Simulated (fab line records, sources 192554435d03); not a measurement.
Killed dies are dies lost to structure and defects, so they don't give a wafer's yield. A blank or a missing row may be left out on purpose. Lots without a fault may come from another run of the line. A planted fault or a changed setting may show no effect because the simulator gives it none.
fab line records | flow n5_finfet
record lots=11 wafers=29 last_day=17
route steps=1938 shown BEOL_M6@1230 PASSIVATION@1936
lots that met no fault: from a run of the same line without faults
start_h: hours from the record's first day to the start of the lot's first wafer shown | wait_h: hours since the lot's step before | " the same as in the row above | L1.1+2: a row that stands for several wafers | - no value, or no start given | * or withheld: withheld | < > ~ a bound
route shown NAME@n: a module of which the file shows steps, and the number in the route of the first | usual: mean/standard deviation of fault-free wafers | same: alike in all rows | chamber/n: place in a boat | sites: the reading at each site | _std_site: their standard deviation | _edge_site: outer sites' mean less inner sites' | radius_mm: how far each site lies from the wafer's centre | mask NAME#n: copy n | behind: the tool/chamber that last shaped the wafer | hold: why the lot was held/for how many hours/how that ended | device: the transistor (n, p or np) that didn't switch | end of line: the same wafers' tests at the end of the route | a step without rows: its recipe alone | killed: dies lost to structure and defects at the first sort, not the wafer's yield | map: a wafer's dies, x killed, . not, _ none there
set.NAME: the setting as run; set.NAME@STEP: as run at that earlier step | model.NAME: the simulator's own value behind a step, which no gauge read
steps of the route over a sample of lots; a table a step, a row a wafer
services: from which hour (start_h, from the record's first day; less than 0 if before it) a tool's chamber was out of use, for how many hours, and why
## steps
# step N5_BEOL_M6_DESCUM_33
# recipe chemistry=O2 time_s=7 source_power_w=50 bias_power_w=20 pressure_mtorr=20 rf_frequency_hz=2.712e+07 temp_c=40 resist=CAR-EUV o2_flow_sccm=225
# usual drypump_motor_current_A=5.7/0.42 o2_flow_sccm=225.0/0.74 oes_product_au=0.84/0.071 rf_vpp_V=242.7/1.3 showerhead_plenum_p_Torr=2.06/0.06 temp_c=40.00/0.11 throttle_valve_pct=20.41/0.21
# columns lot.wafer tool chamber start_h wait_h drypump_motor_current_A o2_flow_sccm oes_product_au rf_hours_counter_h rf_vpp_V showerhead_plenum_p_Torr temp_c throttle_valve_pct
L780.1 rie_diel-04 3 207.39 0.0 6.4 224.5 0.67 248 243.8 2.13 40.01 20.59
L780.2 " 1 " " 5.8 224.5 0.85 56 241.6 2.04 39.93 20.29
L782.1 rie_diel-03 0 208.31 0.0 5.4 223.5 0.91 27 242.5 2.04 40.16 20.42
L782.4 " 2 " " 5.7 224.4 0.87 51 243.4 2.01 40.09 20.21
L782.5 " 2 " " 5.7 225.3 0.87 - 243.4 2.01 40.14 20.21
L784.4 rie_diel-02 0 212.15 0.1 5.6 224.7 0.93 22 245.1 2.15 40.05 20.34
L784.5 " 0 " " 5.7 225.0 0.92 - 242.7 2.14 39.94 20.33
L787.1 rie_diel-04 3 236.66 0.0 6.4 225.8 0.98 1 243.2 2.13 39.86 20.23
L787.2 " 1 " " 5.8 225.6 0.85 68 242.1 2.04 40.08 20.33
L787.3 " 0 " " 5.1 225.4 0.79 135 242.2 2.03 40.24 20.84
L786.1 rie_diel-04 0 243.21 0.0 5.1 224.2 0.79 137 241.5 2.03 39.97 20.86
L786.2 " 1 " " 5.8 226.1 0.84 69 241.4 2.04 39.91 20.32
L786.3 " 3 " " 6.4 224.8 0.96 3 244.9 2.13 40.13 20.25
L792.3 rie_diel-02 1 286.29 0.3 6.7 225.6 0.83 72 242.7 2.05 40.05 20.39
L792.5 " 2 " " 5.5 225.0 0.81 - 242.2 2.02 40.31 20.50
L792.6 " 1 " " 6.6 225.3 0.82 - 242.4 2.05 40.05 20.41
L796.2 rie_diel-03 1 290.33 0.2 5.6 224.2 0.89 36 242.9 2.04 40.06 20.64
L796.4 " 3 " " 5.3 223.9 0.68 232 241.4 1.98 39.92 20.63
L797.1 rie_diel-02 1 313.19 0.3 6.7 225.7 0.81 81 241.9 2.05 39.92 20.42
L797.4 " 3 " " 5.6 225.4 0.85 41 247.0 2.20 40.03 20.08
L797.5 " 2 " " 5.5 225.0 0.81 - 242.6 2.02 40.08 20.51
L798.1 rie_diel-03 3 313.28 0.2 5.3 225.7 0.66 239 241.6 1.97 40.07 20.68
L798.4 " 0 " " 5.4 226.0 0.85 60 241.6 2.03 39.95 20.47
L800.1 rie_diel-04 0 320.24 0.2 5.2 225.4 0.78 148 241.2 2.03 40.12 20.87
L800.2 " 3 " " 6.4 225.8 0.87 34 243.2 2.12 39.94 20.31
L800.3 " 2 " " 6.2 224.2 0.79 119 243.4 2.08 40.01 20.16
L801.1 rie_diel-03 1 339.31 0.0 5.5 224.9 0.86 51 243.2 2.04 39.97 20.68
L801.3 " 0 " " 5.4 225.3 0.84 69 241.5 2.03 39.86 20.49
L801.4 " 2 " " 5.7 225.6 0.82 92 242.7 2.00 39.88 20.28
# step N5_BEOL_M6_ETCH_65
# recipe chemistry=CF4 target=SiARC target_depth_a=156 mask_material=CAR-EUV time_s=26 ion_energy_ev=80 pressure_mtorr=40 source_w=545 bias_w=36 Ar_flow_sccm=100 cf4_flow_sccm=100 ends=cleared
# usual bias_w=36.01/0.11 drypump_motor_current_A=5.7/0.42 etch_rf_on_time_s=25.8/0.64 oes_product_au=0.72/0.064 rf_vpp_V=183.7/1 showerhead_plenum_p_Torr=2.11/0.061 throttle_valve_pct=15.58/0.19
# columns lot.wafer tool chamber start_h wait_h bias_w drypump_motor_current_A etch_rf_on_time_s oes_product_au rf_hours_counter_h rf_vpp_V showerhead_plenum_p_Torr throttle_valve_pct
L780.1 rie_diel-04 3 207.44 0.0 35.95 6.4 26.5 0.58 248 184.1 2.19 15.93
L780.2 " 1 " " 35.95 5.8 25.8 0.74 56 183.7 2.08 15.38
L782.1 rie_diel-03 0 208.37 0.0 35.99 5.5 26.2 0.77 27 184.4 2.10 15.61
L782.4 " 2 " " 36.07 5.8 25.8 0.72 51 182.8 2.09 15.51
L782.5 " 2 " " 35.97 5.7 25.7 0.73 - 183.7 2.09 15.50
L784.4 rie_diel-02 0 212.20 0.0 36.12 5.6 26.2 0.79 22 182.9 2.17 15.33
L784.5 " 0 " " 36.16 5.6 26.3 0.78 - 184.7 2.17 15.34
L787.1 rie_diel-04 3 236.71 0.0 35.92 6.4 25.4 0.86 1 184.9 2.19 15.46
L787.2 " 1 " " 36.11 5.8 25.9 0.72 68 182.9 2.08 15.40
L787.3 " 0 " " 36.11 5.2 25.4 0.68 135 183.2 2.07 15.90
L786.1 rie_diel-04 0 243.26 0.0 36.04 5.1 26.1 0.67 137 182.2 2.07 15.90
L786.2 " 1 " " 35.98 5.8 26.4 0.72 69 183.4 2.08 15.40
L786.3 " 3 " " 35.85 6.4 25.9 0.83 3 184.2 2.19 15.44
L792.3 rie_diel-02 1 286.34 0.0 35.99 6.7 25.7 0.71 72 184.2 2.09 15.46
L792.5 " 2 " " 36.13 5.5 25.8 0.70 - 183.0 2.08 15.63
L792.6 " 1 " " 36.04 6.7 25.8 0.71 - 182.1 2.09 15.47
L796.2 rie_diel-03 1 290.38 0.0 35.95 5.5 25.5 0.77 36 184.0 2.09 15.77
L796.4 " 3 " " 36.04 5.2 26.8 0.57 232 182.3 2.03 15.88
L797.1 rie_diel-02 1 313.24 0.0 35.92 6.6 26.0 0.70 81 183.5 2.08 15.47
L797.4 " 3 " " 35.95 5.5 25.0 0.75 41 185.9 2.28 15.43
L797.5 " 2 " " 35.91 5.5 25.7 0.69 - 182.7 2.07 15.65
L798.1 rie_diel-03 3 313.33 0.0 35.98 5.3 26.6 0.56 239 182.6 2.03 15.89
L798.4 " 0 " " 35.99 5.4 26.4 0.73 60 182.8 2.09 15.68
L800.1 rie_diel-04 0 320.29 0.0 36.03 5.1 25.6 0.67 148 182.1 2.07 15.92
L800.2 " 3 " " 36.06 6.4 26.0 0.76 34 184.2 2.18 15.52
L800.3 " 2 " " 36.10 6.1 24.8 0.68 119 182.2 2.14 15.44
L801.1 rie_diel-03 1 339.37 0.0 36.05 5.5 25.1 0.75 51 182.8 2.09 15.80
L801.3 " 0 " " 36.02 5.4 26.4 0.72 69 182.1 2.09 15.70
L801.4 " 2 " " 36.08 5.7 26.2 0.68 92 183.3 2.07 15.58
# step N5_BEOL_M6_TRENCH_ETCH_37
# recipe chemistry=C4F6/O2 target_depth_a=944.35 target=SiCOH_lowk time_s=31.5 ion_energy_ev=250 pressure_mtorr=30 source_w=345 bias_w=185 Ar_flow_sccm=300 C4F6_flow_sccm=10 O2_flow_sccm=10
# usual bias_w=185.0/0.59 drypump_motor_current_A=5.7/0.42 oes_o_777_au=0.83/0.076 oes_product_au=0.84/0.073 rf_vpp_V=659/13 showerhead_plenum_p_Torr=2.81/0.082 throttle_valve_pct=20.94/0.18
# columns lot.wafer tool chamber start_h wait_h bias_w drypump_motor_current_A oes_o_777_au oes_product_au rf_hours_counter_h rf_vpp_V showerhead_plenum_p_Torr throttle_valve_pct
L780.1 rie_diel-04 3 207.67 - 184.7 6.4 0.66 0.67 249 670 2.92 21.22
L780.2 " 1 " " 184.3 5.8 0.86 0.85 56 653 2.78 20.77
L782.1 rie_diel-03 0 208.59 - 184.8 5.4 0.89 0.91 27 652 2.78 20.90
L782.4 " 2 " " 184.3 5.7 0.80 0.85 51 668 2.78 20.86
L782.5 " 2 " " 184.0 5.7 0.80 0.85 - 669 2.78 20.89
L784.4 rie_diel-02 0 212.42 - 185.8 5.6 0.91 0.91 22 678 2.90 20.74
L784.5 " 0 " " 184.3 5.7 0.90 0.91 - 677 2.90 20.74
L787.1 rie_diel-04 3 236.93 - 184.5 6.4 0.95 0.98 1 670 2.92 20.88
L787.2 " 1 " " 169.7 5.8 0.84 0.84 68 610 2.77 20.78
L787.3 " 0 " " 185.7 5.1 0.83 0.78 136 646 2.75 21.25
L786.1 rie_diel-04 0 243.48 - 184.0 5.1 0.83 0.78 137 647 2.75 21.26
L786.2 " 1 " " 170.6 5.8 0.84 0.83 70 609 2.77 20.79
L786.3 " 3 " " 185.3 6.4 0.95 0.96 3 670 2.92 20.87
L792.3 rie_diel-02 1 286.56 - 185.8 6.6 0.82 0.82 72 645 2.78 20.81
L792.5 " 2 " " 185.0 5.5 0.79 0.81 - 653 2.76 21.05
L792.6 " 1 " " 185.3 6.6 0.83 0.83 - 644 2.78 20.81
L796.2 rie_diel-03 1 290.60 - 184.8 5.6 0.91 0.89 37 656 2.79 21.21
L796.4 " 3 " " 184.6 5.3 0.66 0.67 232 686 2.69 21.10
L797.1 rie_diel-02 1 313.46 - 185.5 6.7 0.82 0.82 81 644 2.77 20.83
L797.4 " 3 " " 184.7 5.6 0.86 0.87 41 655 3.01 20.71
L797.5 " 2 " " 185.6 5.5 0.77 0.81 - 653 2.76 21.09
L798.1 rie_diel-03 3 313.56 - 185.8 5.2 0.65 0.67 239 687 2.69 21.13
L798.4 " 0 " " 185.2 5.4 0.84 0.85 60 650 2.76 20.95
L800.1 rie_diel-04 0 320.51 - 184.5 5.2 0.81 0.77 148 645 2.74 21.26
L800.2 " 3 " " 185.1 6.4 0.86 0.88 35 670 2.91 20.94
L800.3 " 2 " " 184.4 6.1 0.77 0.79 119 648 2.85 20.75
L801.1 rie_diel-03 1 339.59 - 183.8 5.5 0.88 0.87 51 655 2.78 21.25
L801.3 " 0 " " 185.2 5.4 0.82 0.84 69 649 2.76 20.95
L801.4 " 2 " " 184.3 5.7 0.75 0.80 92 668 2.76 20.95
# step N5_BEOL_M6_CURE_75
# recipe temp_c=370 time_s=120 ambient=DMADMS/He material=SiCOH_lowk
# usual lamp_power_pct=52.30/0.048 wafer_temp_C_max=371.9/0.52
# columns lot.wafer tool chamber start_h wait_h lamp_power_pct wafer_temp_C_max
L780.1 uv_cure-02 0 208.03 0.0 52.24 371.8
L780.2 " 0 " " 52.26 371.7
L782.1 uv_cure-03 0 208.94 0.0 52.42 371.7
L782.4 " 0 " " 52.28 371.6
L782.5 " 0 " " 52.30 371.7
L784.4 uv_cure-02 2 212.92 0.2 52.33 371.4
L784.5 " 2 " " 52.32 371.5
L787.1 uv_cure-02 1 237.28 0.0 52.29 371.1
L787.2 " 1 " " 52.33 370.9
L787.3 " 1 " " 52.24 370.5
L786.1 uv_cure-01 0 243.83 0.0 52.31 373.2
L786.2 " 0 " " 52.32 372.3
L786.3 " 0 " " 52.30 372.0
L792.3 uv_cure-01 0 287.01 0.1 52.32 373.4
L792.5 " 0 " " 52.36 372.5
L792.6 " 0 " " 52.24 372.8
L796.2 uv_cure-01 2 291.06 0.1 52.26 372.0
L796.4 " 2 " " 52.31 371.3
L797.1 uv_cure-02 1 313.90 0.1 52.32 371.0
L797.4 " 1 " " 52.33 371.9
L797.5 " 1 " " 52.28 371.5
L798.1 uv_cure-01 1 314.02 0.2 52.31 371.4
L798.4 " 1 " " 52.23 371.2
L800.1 uv_cure-01 2 320.87 0.0 52.28 371.5
L800.2 " 2 " " 52.27 372.2
L800.3 " 2 " " 52.20 371.8
L801.1 uv_cure-02 2 339.93 0.0 52.23 372.4
L801.3 " 2 " " 52.38 371.9
L801.4 " 2 " " 52.34 372.7
# step N5_PASSIVATION_PROBE_49
# usual defect_limited_yield=91.4/1.4 killed_at_M0_to_M3=32/10 killed_at_M4_up=13/5.6 killed_at_contacts=13/6.6 killed_at_front_end=39/13 killed_at_other=3.4/2.8 killed_dies=101/17 killed_open=66/13 killed_short=33/7 sort_bin_5_function=5.0/0.93 sort_bin_6_memory=3.2/0.65 sort_n_pass=1078/17 sort_yield_pct=91.4/1.4
# same gross_dies=1180 killed_at_back_side=0 sort_bin_4_leakage[%]=0 sort_bin_8_speed[%]=0
# columns lot.wafer tool chamber start_h wait_h defect_limited_yield[%] killed_at_M0_to_M3 killed_at_M4_up killed_at_contacts killed_at_front_end killed_at_other killed_dies killed_open killed_short sort_bin_5_function[%] sort_bin_6_memory[%] sort_n_pass sort_yield_pct[%]
L782.1 prober-02 - 292.74 0.0 90.3 39 10 7 51 8 115 70 39 5.7 3.2 1065 90.3
L782.4 prober-02 - 292.89 0.2 90.8 45 9 16 22 16 108 70 38 5.5 3.0 1072 90.8
L782.5 prober-02 - 292.94 0.2 89.4 44 12 19 46 4 125 71 47 6.0 3.4 1055 89.4
L787.1 prober-02 - 323.01 0.0 91.4 24 11 14 51 2 102 73 22 4.2 3.7 1078 91.4
L787.2 prober-02 - 323.06 0.1 90.0 37 9 16 55 1 118 68 48 5.7 3.7 1062 90.0
L787.3 prober-02 - 323.11 0.1 91.1 31 13 21 38 2 105 69 35 5.6 2.8 1075 91.1
L786.2 prober-01 - 335.00 0.1 90.3 40 15 4 48 8 115 63 38 5.0 3.5 1065 90.3
L796.2 prober-02 - 383.14 0.1 90.0 50 19 21 24 4 118 74 42 5.6 3.9 1062 90.0
L796.4 prober-02 - 383.24 0.2 91.6 43 12 11 28 5 99 56 38 5.1 2.5 1081 91.6
L798.1 prober-01 - 399.07 0.0 91.4 41 12 18 26 5 102 75 27 5.1 3.3 1078 91.4
L798.4 prober-01 - 399.22 0.2 93.0 34 17 5 24 3 83 63 20 4.7 2.2 1097 93.0
L800.1 prober-01 - 408.39 0.0 89.7 37 6 14 59 6 122 80 33 6.2 3.1 1058 89.7
L800.2 prober-01 - 408.44 0.1 89.2 31 13 10 63 10 127 85 40 5.9 4.4 1053 89.2
L801.1 prober-02 - 419.08 0.0 91.7 36 17 13 32 0 98 67 30 4.9 3.1 1082 91.7
L801.3 prober-02 - 419.18 0.1 90.0 41 10 13 54 0 118 71 41 5.5 3.8 1062 90.0
L801.4 prober-02 - 419.23 0.2 89.8 48 11 20 40 1 120 84 36 5.8 4.1 1060 89.8
# killed by level:class
L782.1 STI_FIN_REVEAL:geometric_particle:open=11 BEOL_M0_SAQP:geometric_particle:short=11 FIN_SAQP:geometric_particle:short=10 BEOL_M0_SAQP:geometric_particle:open=9 FIN_SAQP:geometric_particle:open=7 MOL_CONTACT_COAG:geometric_particle:open=6 BEOL_M2:geometric_particle:open=6 HKMG_FIN:area_etch=6
L782.4 BEOL_M2:geometric_particle:open=18 STI_FIN_REVEAL:geometric_particle:open=10 MOL_CONTACT_COAG:geometric_particle:open=10 BEOL_M3:geometric_particle:open=9 BEOL_M0_SAQP:geometric_particle:short=7 MOL_CONTACT_COAG:geometric_particle:short=6 BEOL_M0_SAQP:geometric_particle:open=6 FIN_SAQP:geometric_particle:short=4
L782.5 MOL_CONTACT_COAG:geometric_particle:open=15 BEOL_M2:geometric_particle:open=10 BEOL_M0_SAQP:geometric_particle:short=8 FIN_SAQP:geometric_particle:open=7 BEOL_M3:geometric_particle:short=7 HKMG_FIN:area_etch=7 BEOL_M4:geometric_particle:open=6 STI_FIN_REVEAL:geometric_particle:open=5
L787.1 STI_FIN_REVEAL:geometric_particle:open=14 MOL_CONTACT_COAG:geometric_particle:open=13 FIN_SAQP:geometric_particle:short=9 FIN_SAQP:geometric_particle:open=8 BEOL_M1:geometric_particle:open=7 HKMG_FIN:area_etch=6 BEOL_M2:geometric_particle:open=5 BEOL_M0_SAQP:geometric_particle:open=4
L787.2 FIN_SAQP:geometric_particle:short=20 BEOL_M3:geometric_particle:open=12 MOL_CONTACT_COAG:geometric_particle:open=10 BEOL_M2:geometric_particle:open=8 GATE_CUT:geometric_particle:short=6 MOL_CONTACT_COAG:geometric_particle:short=6 FIN_SAQP:geometric_particle:open=5 STI_FIN_REVEAL:geometric_particle:open=5
L787.3 MOL_CONTACT_COAG:geometric_particle:open=17 FIN_SAQP:geometric_particle:open=13 BEOL_M0_SAQP:geometric_particle:short=7 FIN_SAQP:geometric_particle:short=6 BEOL_M1:geometric_particle:open=6 BEOL_M0_SAQP:geometric_particle:open=5 STI_FIN_REVEAL:geometric_particle:open=4 MOL_CONTACT_COAG:geometric_particle:short=4
L786.2 HKMG_FIN:area_etch=13 BEOL_M0_SAQP:geometric_particle:short=11 BEOL_M0_SAQP:geometric_particle:open=9 BEOL_M2:geometric_particle:open=9 FIN_SAQP:geometric_particle:open=8 BEOL_M3:geometric_particle:open=6 BEOL_M4:geometric_particle:open=6 FIN_SAQP:geometric_particle:short=5
L796.2 MOL_CONTACT_COAG:geometric_particle:open=15 BEOL_M0_SAQP:geometric_particle:short=12 FIN_SAQP:geometric_particle:open=10 BEOL_M2:geometric_particle:open=10 BEOL_M1:geometric_particle:open=10 MOL_CONTACT_COAG:geometric_particle:short=6 BEOL_M0_SAQP:geometric_particle:open=6 GATE_CUT:geometric_particle:short=4
L796.4 BEOL_M0_SAQP:geometric_particle:open=9 BEOL_M0_SAQP:geometric_particle:short=8 BEOL_M3:geometric_particle:open=7 FIN_SAQP:geometric_particle:open=6 MOL_CONTACT_COAG:geometric_particle:open=6 BEOL_M1:geometric_particle:open=6 MOL_CONTACT_COAG:geometric_particle:short=5 BEOL_M1:geometric_particle:short=5
L798.1 MOL_CONTACT_COAG:geometric_particle:open=14 BEOL_M2:geometric_particle:open=11 BEOL_M3:geometric_particle:open=10 BEOL_M1:geometric_particle:open=5 STARTING-WAFER:geometric_particle:short=5 FIN_SAQP:geometric_particle:open=4 MOL_CONTACT_COAG:geometric_particle:short=4 BEOL_M0_SAQP:geometric_particle:open=4
L798.4 BEOL_M0_SAQP:geometric_particle:open=10 BEOL_M2:geometric_particle:open=10 FIN_SAQP:geometric_particle:open=7 MOL_CONTACT_COAG:geometric_particle:open=5 BEOL_M0_SAQP:geometric_particle:short=5 BEOL_M1:geometric_particle:open=4 BEOL_M3:geometric_particle:open=4 BEOL_M4:geometric_particle:open=4
L800.1 FIN_SAQP:geometric_particle:open=16 STI_FIN_REVEAL:geometric_particle:open=14 BEOL_M1:geometric_particle:open=12 MOL_CONTACT_COAG:geometric_particle:open=11 HKMG_FIN:area_etch=8 FIN_SAQP:geometric_particle:short=7 BEOL_M3:geometric_particle:open=7 STI_FIN_REVEAL:geometric_particle:short=4
L800.2 FIN_SAQP:geometric_particle:open=16 STI_FIN_REVEAL:geometric_particle:open=12 BEOL_M3:geometric_particle:open=12 FIN_SAQP:geometric_particle:short=10 MOL_CONTACT_COAG:geometric_particle:open=8 GATE_CUT:geometric_particle:short=6 BEOL_M0:geometric_particle:open=5 BEOL_M1:geometric_particle:open=5
L801.1 STI_FIN_REVEAL:geometric_particle:open=12 MOL_CONTACT_COAG:geometric_particle:open=12 FIN_SAQP:geometric_particle:open=9 BEOL_M3:geometric_particle:open=8 BEOL_M0_SAQP:geometric_particle:open=6 BEOL_M0_SAQP:geometric_particle:short=6 BEOL_M1:geometric_particle:short=6 BEOL_M1:geometric_particle:open=4
L801.3 STI_FIN_REVEAL:geometric_particle:open=14 BEOL_M0_SAQP:geometric_particle:short=11 FIN_SAQP:geometric_particle:open=9 MOL_CONTACT_COAG:geometric_particle:open=9 FIN_SAQP:geometric_particle:short=8 BEOL_M0_SAQP:geometric_particle:open=8 BEOL_M1:geometric_particle:open=8 BEOL_M3:geometric_particle:open=6
L801.4 MOL_CONTACT_COAG:geometric_particle:open=16 STI_FIN_REVEAL:geometric_particle:open=15 FIN_SAQP:geometric_particle:open=12 BEOL_M0_SAQP:geometric_particle:short=10 BEOL_M1:geometric_particle:open=9 BEOL_M0_SAQP:geometric_particle:open=9 BEOL_M1:geometric_particle:short=8 FIN_SAQP:geometric_particle:short=4
## services
# columns tool chamber start_h hours kind
uv_cure-02 - 196.51 7.5 pm
uv_cure-01 - 211.33 24.9 pm
rie_diel-04 3 212.00 - clean
rie_diel-04 3 212.00 - consumable_replace:focus_ring
rie_diel-04 3 212.00 22.3 scheduled_down
rie_diel-04 3 212.00 22.3 vent_cycle
uv_cure-03 - 222.86 4.3 pm
uv_cure-01 - 236.23 3.4 pm
rie_diel-04 0 259.93 44.6 repair
uv_cure-01 - 262.07 0.9 repair
uv_cure-02 - 300.42 1.0 pm
rie_diel-03 1 300.65 1.3 repair
rie_diel-04 0 315.19 1.6 repair
rie_diel-02 - 322.39 0.2 repair
uv_cure-01 - 323.91 2.1 pm
## key
first_sign step=N5_BEOL_M6_TRENCH_ETCH_37 reading=bias_w direction=down sigmas=25 usual=* struck=*
effect step=N5_BEOL_M6_TRENCH_ETCH_37 reading=rf_vpp_V direction=down sigmas=3.9 usual=659 struck=610
met_at N5_BEOL_M6_TRENCH_ETCH_37
struck_lots L786,L787
struck_wafers L786.2,L787.2
baseline_loss step=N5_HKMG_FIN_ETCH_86 wafers=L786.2
not_acting_at N5_BEOL_M6_DESCUM_33,N5_BEOL_M6_ETCH_65,N5_BEOL_M6_CURE_75
onset_between 207.67 236.93
fault kind=process_parameter_drift tool=rie_diel-04 chamber=1 onset_h=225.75 steps=N5_BEOL_M6_TRENCH_ETCH_37 channel=bias_w offset=* shape=step end_h=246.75 acts_in=* stated=*
# baseline_loss: these wafers lose ten dies or more at that step, a loss of the line's own and not of a fault; the sort's usual values leave them out
